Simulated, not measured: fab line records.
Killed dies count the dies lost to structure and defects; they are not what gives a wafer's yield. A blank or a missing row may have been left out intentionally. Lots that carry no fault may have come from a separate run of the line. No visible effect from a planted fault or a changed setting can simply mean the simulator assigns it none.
Chamber matching ; flow n5 finfet ; N5_FIN_SAQP_PECVD_47 on pecvd-03: 3 sister chambers
The step deposits a-Si from SiH4/He, target thk 45 nm, time 36.3 s. 3 wafers are shown with their chamber, then 7 later ones without.

WAFERS PAIRED WITH THEIR CHAMBERS
wafer;chamber;showerhead plenum p Torr (Torr)
L087.2;1;5.68
L088.2;0;5.63
L088.3;2;5.70

WAFERS WHOSE CHAMBER IS MISSING
wafer;showerhead plenum p Torr (Torr)
L088.6;5.63
L089.2;5.64
L089.3;5.64
L089.5;5.71
L096.2;5.71
L096.5;5.70
L096.6;5.62

WHICH CHAMBER EACH ONE RAN IN
wafer;from the rows above;in truth
L088.6;0;0
L089.2;0;0
L089.3;0;0
L089.5;2;2
L096.2;2;2
L096.5;2;2
L096.6;0;0
Placed correctly: 7 of 7. Left unplaced by these rows: 0. 0 placed wrongly.
How it was worked out, from the rows above alone: a wafer's distance from a chamber is the root of the sum, over the readings, of the square of ((its reading less the chamber's mean) divided by the reading's scatter). The wafer belongs to the nearest chamber; if the next one is less than 2 further off, it can't be placed. Each chamber's mean is taken over the wafers shown for it. The scatter: root of mean squared gap, hidden wafer to nearest shown wafer, with one shown wafer a chamber.
